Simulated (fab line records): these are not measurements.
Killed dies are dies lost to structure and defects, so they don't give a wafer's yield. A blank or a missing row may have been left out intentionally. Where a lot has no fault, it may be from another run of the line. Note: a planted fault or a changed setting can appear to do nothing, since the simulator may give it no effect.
A struck lot beside a sound one / flow n5_finfet / 39 out of 1938 route steps
Sound: wafers L220.1, L220.3, L220.6. Struck: wafer L217.5. (L217.4 of the same lot was not struck and is left out.) The cause comes at the end.
Per side, at each step with rows, come the tool, then ch with its chambers, and then its first start. Under that, the readings that differ: sound wafers / struck wafers / difference of the means / sigmas: that difference in standard deviations of wafers without a fault.
alike: same words and numbers on both sides, and readings whose means sit less than 2 such deviations apart. not compared: any withheld reading, any reading some wafer has no value for, any bound like >300 that may hide the same value, and any number with overlapping values for which the record gives no deviation.
Wherever a step has rows on one side only, a row that says differs or no value, or a row with sigmas, the two part there. Non-overlapping numbers with no deviation appear without sigmas and do not part them. A reading that every wafer of one side lacks parts them only if that side has two wafers or more.

first, 9 steps without rows for these wafers: N5_HKMG_FIN_DESCUM_17 (chemistry O2, time 7.9 s); N5_HKMG_FIN_ETCH_31 (etches SiARC in CF4, target depth 45.5 nm, time 75.8 s); N5_HKMG_FIN_ETCH_32 (etches SOC in N2/H2, target depth 240 nm, time 300 s); N5_HKMG_FIN_STRIP_33 (strips in N2/H2); N5_HKMG_FIN_STRIP_34 (strips in CF4); N5_HKMG_FIN_ETCH_35 (etches SOC in N2/H2, target depth 215.8 nm, time 243.4 s); N5_HKMG_FIN_STRIP_92 (strips SOC in N2/H2, time 20 s); N5_HKMG_FIN_WET_ETCH_18 (etches TiN in SC1, time 55 s, target depth 5.2 nm, rinse time 30 s); N5_HKMG_FIN_STRIP_19 (strips in N2/H2, time 360 s).
N5_HKMG_FIN_ALD_91: deposits TiN, target thk 1 nm, pulse time 1 s, purge time 3 s.
  sound on ald_metal-03 ch 0,2,3, day 9 21:16; struck on ald_metal-02 ch 3, day 9 08:37
reading=ald_cycles; sound=47 47 47; struck=33; difference=-14; sigmas=
  alike: heater_power_outer_w, heater_power_w, precursor_pulse_height_rel
then, 27 steps without rows for these wafers: N5_HKMG_FIN_COAT_85 (time 60 s, resist thk 300 nm); N5_HKMG_FIN_ETCH_86 (etches SOC in N2/H2, stops on TiN, target depth 393.2 nm); N5_HKMG_FIN_STRIP_89 (strips SOC in N2/H2, time 20 s); N5_HKMG_FIN_WET_ETCH_87 (etches TiN in SC1, time 154.2 s, target depth 4.7 nm, rinse time 30 s); N5_HKMG_FIN_STRIP_88 (strips in N2/H2, time 360 s); N5_HKMG_FIN_NWFM_ALD_20 (deposits TiAlC, target thk 2 nm, pulse time 3 s, purge time 2 s); N5_HKMG_FIN_ALD_71 (deposits TiN, target thk 1 nm, pulse time 1 s, purge time 3 s); N5_HKMG_FIN_COAT_66 (time 60 s, resist thk 300 nm); N5_HKMG_FIN_ETCH_67 (etches SOC in N2/H2, stops on TiN, target depth 388.9 nm); N5_HKMG_FIN_STRIP_90 (strips SOC in N2/H2, time 20 s); N5_HKMG_FIN_WET_ETCH_73 (etches the open film in SC1, time 42.3 s, target depth 1.3 nm, rinse time 30 s); N5_HKMG_FIN_ETCHBACK_68 (etches the open film in Cl2/Ar, stops on HfO2, target depth 0.5 nm); N5_HKMG_FIN_STRIP_69 (strips in N2/H2, time 360 s); N5_HKMG_FIN_ALD_21 (deposits TiN, target thk 1.5 nm, pulse time 1 s, purge time 3 s); N5_HKMG_FIN_ALD_72 (deposits W, target thk 2 nm, pulse time 1 s, purge time 2 s); N5_HKMG_FIN_W_FILL_22 (material W, target thk 60 nm, time 18.2 s); N5_HKMG_FIN_PRECLEAN_83 (cleans in DIW, time 57.5 s); N5_HKMG_FIN_SRD_84 (dry time 32 s); N5_HKMG_FIN_CMP_23 (polishes, stops on SiNx, t overpolish 10 s, target thk 46.326 nm); N5_HKMG_FIN_CMP_94 (polishes, stops on SiNx, t overpolish 4.7 s, target thk 43.299 nm); N5_GATE_CUT_ETCHBACK_00 (etches W in SF6/Cl2); N5_GATE_CUT_ETCH_56 (etches TiN in Cl2/Ar, target depth 21.6 nm); N5_GATE_CUT_ETCHBACK_30 (etches TiN in Cl2/Ar, target depth 3 nm); N5_GATE_CUT_VAPOR_ETCH_60 (etches HfO2 in BCl3/Cl2); N5_GATE_CUT_ETCH_58 (etches SiNx in CH3F/O2, target depth 17 nm, time 128.6 s); N5_GATE_CUT_STRIP_59 (strips in N2/H2, time 20 s); N5_GATE_CUT_PRECLEAN_31 (cleans in DIW, time 300 s).
-- here the record skips 4 days between the struck wafers' starts before and after, leaving off in module GATE_CUT and picking up in module BEOL_M4 (first step shown: number 1111 of the route) --
N5_BEOL_M4_RC_MEAS_101:
  sound on prober-01 ch 0, day 14 02:31; struck on prober-02 ch 0, day 13 06:56
reading=IOFF_N (nA/um); sound=0.161 0.165 0.147; struck=0.566; difference=+0.408; sigmas=+14
reading=IOFF_N_85C (nA/um); sound=3.1 3.2 2.9; struck=9.1; difference=+6.0; sigmas=+13
reading=IOFF_N_LIN (nA/um); sound=0.075 0.074 0.069; struck=0.255; difference=+0.182; sigmas=+17
reading=IOFF_N_LONG (nA/um); sound=5.72e-05 5.74e-05 5.81e-05; struck=0.0001496; difference=+0.0000920; sigmas=+38
reading=IOFF_P (nA/um); sound=0.24 0.24 0.22; struck=0.11; difference=-0.12; sigmas=-4
reading=IOFF_P_LIN (nA/um); sound=0.113 0.114 0.107; struck=0.053; difference=-0.058; sigmas=-4
reading=ION_N (uA/um); sound=677 670 673; struck=746; difference=+73; sigmas=+6
reading=ION_P (uA/um); sound=472 466 466; struck=431; difference=-37; sigmas=-5
reading=VT_N (mV); sound=247.9 251.3 250.9; struck=215.1; difference=-34.9; sigmas=-13
reading=VT_N_LONG (mV); sound=273.7 275.0 274.6; struck=241.4; difference=-33.0; sigmas=-17
reading=VT_N_LVT (mV); sound=98 99 100; struck=66; difference=-33; sigmas=-11
reading=VT_P (mV); sound=-245 -247 -251; struck=-271; difference=-23; sigmas=-7
reading=VT_P_LONG (mV); sound=-273 -272 -270; struck=-296; difference=-24; sigmas=-7
reading=VT_P_LVT (mV); sound=-96.0 -95.8 -96.6; struck=-118.9; difference=-22.8; sigmas=-8
  alike: DIBL_N, DIBL_P, SS_N, SS_P
-- here the record skips 4 days between the struck wafers' starts before and after, leaving off in module BEOL_M4 and picking up in module PASSIVATION (first step shown: number 1936 of the route) --
N5_PASSIVATION_PROBE_49:
  sound on prober-02 at day 18 01:49; struck on prober-01 at day 17 14:09
reading=sort_bin_4_leakage (%); sound=0 0 0; struck=85.85; difference=+85.85; sigmas=+99 or more
reading=sort_bin_8_speed (%); sound=0 0 0; struck=0.25; difference=+0.25; sigmas=+36
reading=sort_n_pass; sound=1102 1072 1081; struck=76; difference=-1009; sigmas=-59
reading=sort_yield_pct (%); sound=93.4 90.8 91.6; struck=6.4; difference=-85.5; sigmas=-57
  alike: defect_limited_yield, killed_at_M0_to_M3, killed_at_M4_up, killed_at_contacts, killed_at_front_end, killed_at_other, killed_dies, killed_open, killed_short, sort_bin_5_function, sort_bin_6_memory

## WHERE THEY PART
Earliest at N5_BEOL_M4_RC_MEAS_101; latest, in this record, at N5_PASSIVATION_PROBE_49.

WHY: what had been put in by the simulator
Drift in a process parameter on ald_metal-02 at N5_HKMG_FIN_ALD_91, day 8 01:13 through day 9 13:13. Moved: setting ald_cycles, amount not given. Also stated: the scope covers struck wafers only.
